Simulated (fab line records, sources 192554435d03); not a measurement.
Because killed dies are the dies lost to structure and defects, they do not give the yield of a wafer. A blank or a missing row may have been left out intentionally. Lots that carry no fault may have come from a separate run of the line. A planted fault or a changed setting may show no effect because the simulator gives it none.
Matching of chambers + flow n5_finfet + 3 sister chambers for N5_FIN_SAQP_PECVD_06 on pecvd-03
The step deposits a-Si from SiH4/He, target thk 60 nm, time 48.1 s. 18 wafers are shown with their chamber, then 9 later ones without.

## WAFERS, EACH WITH ITS CHAMBER
| wafer  | chamber | throttle_valve_pct (%) | heater_power_w (W) | showerhead_plenum_p_Torr (Torr) |
|--------|---------|------------------------|--------------------|---------------------------------|
| L074.4 | 0       | 20.5                   | 773                | 5.67                            |
| L074.5 | 2       | 17.0                   | 943                | 5.64                            |
| L074.6 | 1       | 17.2                   | 619                | 5.72                            |
| L076.1 | 1       | 17.1                   | 655                | 5.72                            |
| L076.3 | 2       | 17.4                   | 946                | 5.64                            |
| L076.4 | 2       | 17.5                   | 989                | 5.64                            |
| L077.2 | 0       | 20.5                   | 714                | 5.66                            |
| L077.4 | 1       | 17.0                   | 645                | 5.71                            |
| L077.5 | 2       | 17.4                   | 978                | 5.63                            |
| L078.1 | 2       | 17.5                   | 975                | 5.65                            |
| L078.2 | 1       | 16.8                   | 665                | 5.71                            |
| L078.4 | 0       | 20.3                   | 808                | 5.64                            |
| L082.1 | 0       | 20.3                   | 784                | 5.67                            |
| L082.4 | 1       | 16.9                   | 606                | 5.73                            |
| L082.6 | 2       | 17.4                   | 851                | 5.64                            |
| L083.1 | 1       | 17.0                   | 664                | 5.71                            |
| L083.2 | 0       | 20.4                   | 770                | 5.63                            |
| L083.5 | 0       | 20.4                   | 768                | 5.64                            |

SIGNATURES (averages over the wafers above)
| reading                  | chamber 0 | chamber 1 | chamber 2 | scatter within a chamber |
|--------------------------|-----------|-----------|-----------|--------------------------|
| throttle_valve_pct       | 20.400    | 17.000    | 17.367    | 0.145                    |
| heater_power_w           | 769.50    | 642.33    | 947.00    | 37                       |
| showerhead_plenum_p_Torr | 5.6517    | 5.7167    | 5.6400    | 0.0116                   |
Rule: distance of a wafer from a chamber = root of the sum over the readings of ((wafer's reading minus chamber's mean) / reading's scatter) squared. If the next closest chamber is less than 2 further off than the closest, the wafer can't be placed; otherwise it belongs to the closest. The scatter is the square root of a quotient: the sum, over the shown wafers, of each reading's squared deviation from its chamber's mean, divided by wafers minus chambers.

## WAFERS WITHOUT THEIR CHAMBER
| wafer  | throttle_valve_pct (%) | heater_power_w (W) | showerhead_plenum_p_Torr (Torr) |
|--------|------------------------|--------------------|---------------------------------|
| L084.1 | 16.8                   | 699                | 5.70                            |
| L084.2 | 20.6                   | 793                | 5.66                            |
| L084.4 | 17.5                   | 950                | 5.63                            |
| L086.1 | 20.6                   | 726                | 5.65                            |
| L086.3 | 16.9                   | 696                | 5.71                            |
| L086.4 | 17.6                   | 877                | 5.64                            |
| L097.1 | 17.7                   | 1002               | 5.64                            |
| L097.3 | 20.5                   | 790                | 5.65                            |
| L097.5 | 17.6                   | 1007               | 5.63                            |

## WHICH CHAMBER EACH ONE RAN IN
| wafer  | from the rows above | in truth |
|--------|---------------------|----------|
| L084.1 | 1                   | 1        |
| L084.2 | 0                   | 0        |
| L084.4 | 2                   | 2        |
| L086.1 | 0                   | 0        |
| L086.3 | 1                   | 1        |
| L086.4 | 2                   | 2        |
| L097.1 | 2                   | 2        |
| L097.3 | 0                   | 0        |
| L097.5 | 2                   | 2        |
Correctly placed: 9 of 9. Left unplaced by these rows: 0. 0 placed wrongly.
